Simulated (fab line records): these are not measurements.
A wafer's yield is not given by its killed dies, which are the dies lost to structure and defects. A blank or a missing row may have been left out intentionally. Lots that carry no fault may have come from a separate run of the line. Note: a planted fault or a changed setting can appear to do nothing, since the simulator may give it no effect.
Which of the tools did it?    flow nandHarc    7 lots with 21 wafers sampled at 5 steps, on a route of 1302 steps

## WHAT THE GAUGES READ, wafer by wafer
NHARC_A_M0_THK_MEAS_24: measures by xrf.
lot   measured      on            thkNm (nm)
L665  day 25 00:32  filmMetro-01  30.0 28.9 28.8
L671  day 27 14:16  filmMetro-01  113.2 111.0 113.6
L672  day 28 00:30  filmMetro-01  113.6 113.3 113.1
L675  day 29 05:46  filmMetro-02  112.5 112.6 112.4
L681  day 31 10:07  filmMetro-02  113.2 115.6 114.5
L683  day 31 23:23  filmMetro-01  114.8 115.6 113.0
L684  day 33 00:16  filmMetro-01  115.0 114.6 115.0

## EACH LOT AND THE TOOL THAT RAN IT (in order: tool; ch and the chambers of the sampled wafers; start)
lot   NHARC_A_M0_PRE_CLEAN_29                 NHARC_A_M0_ECD_22              NHARC_A_M0_ANNEAL_30             NHARC_A_M0_CMP_23
L665  pvdSputter-01, day 24 23:30 or earlier  ecdCu-01 ch 0,1, day 24 23:30  rtpAnneal-01 ch 0, day 24 23:52  cmp-04 ch 1,2,3, day 25 00:14
L671  pvdSputter-02, day 27 13:13 or earlier  ecdCu-02 ch 0,1, day 27 13:13  rtpAnneal-02 ch 0, day 27 13:39  cmp-04 ch 0,2,3, day 27 14:00
L672  pvdSputter-03, day 27 23:28 or earlier  ecdCu-02 ch 0,1, day 27 23:28  rtpAnneal-02 ch 0, day 27 23:50  cmp-03 ch 1,2,3, day 28 00:11
L675  pvdSputter-02, day 29 04:52 or earlier  ecdCu-01 ch 0,1, day 29 04:52  rtpAnneal-02 ch 0, day 29 05:15  cmp-03 ch 2,3, day 29 05:28
L681  pvdSputter-02, day 31 09:04 or earlier  ecdCu-02 ch 0, day 31 09:04    rtpAnneal-01 ch 0, day 31 09:29  cmp-04 ch 0,1,2, day 31 09:47
L683  pvdSputter-01, day 31 22:18 or earlier  ecdCu-02 ch 0,1, day 31 22:18  rtpAnneal-02 ch 0, day 31 22:47  cmp-02 ch 1,2,3, day 31 23:07
L684  pvdSputter-02, day 32 23:14 or earlier  ecdCu-01 ch 0,1, day 32 23:14  rtpAnneal-01 ch 0, day 32 23:36  cmp-03 ch 0,1,3, day 32 23:59
- NHARC_A_M0_PRE_CLEAN_29: time 30 s.
- NHARC_A_M0_ECD_22: material Cu, target thk 400 nm.
- NHARC_A_M0_ANNEAL_30: time 90 s.
- NHARC_A_M0_CMP_23: polishes, t overpolish 20 s, target thk 113.75 nm.

## THE ANSWER, worked out from the rows above alone
Rule: the usual values come from the lots themselves. Put in order of their means at a reading, lots are off if they are a third of the lots or fewer, leave a main group of 4 or more, and stand apart from it by a gap of 3 or more times the standard deviation of the main group's means; of several such gaps the widest counts. A main group is skipped when, at the precision printed for the reading in the tables above, its means are all equal. A lot without any number at a reading at which 4 lots or more have one is off too. All remaining lots with rows at the step are treated as sound.
Off: L665 (NHARC_A_M0_THK_MEAS_24, thkNm). Main group: mean 113.7 nm, sd 0.94.
If a tool, at a process step before that reading, ran all the lots that are off and no sound lot after the first of them, it fits. The gauges at NHARC_A_M0_THK_MEAS_24 are tried like those tools. With no start given for some of its lots, NHARC_A_M0_PRE_CLEAN_29 uses the hours and lot order of NHARC_A_M0_ECD_22. None of those tried fits.

## WHAT THE SIMULATOR HAD PUT IN
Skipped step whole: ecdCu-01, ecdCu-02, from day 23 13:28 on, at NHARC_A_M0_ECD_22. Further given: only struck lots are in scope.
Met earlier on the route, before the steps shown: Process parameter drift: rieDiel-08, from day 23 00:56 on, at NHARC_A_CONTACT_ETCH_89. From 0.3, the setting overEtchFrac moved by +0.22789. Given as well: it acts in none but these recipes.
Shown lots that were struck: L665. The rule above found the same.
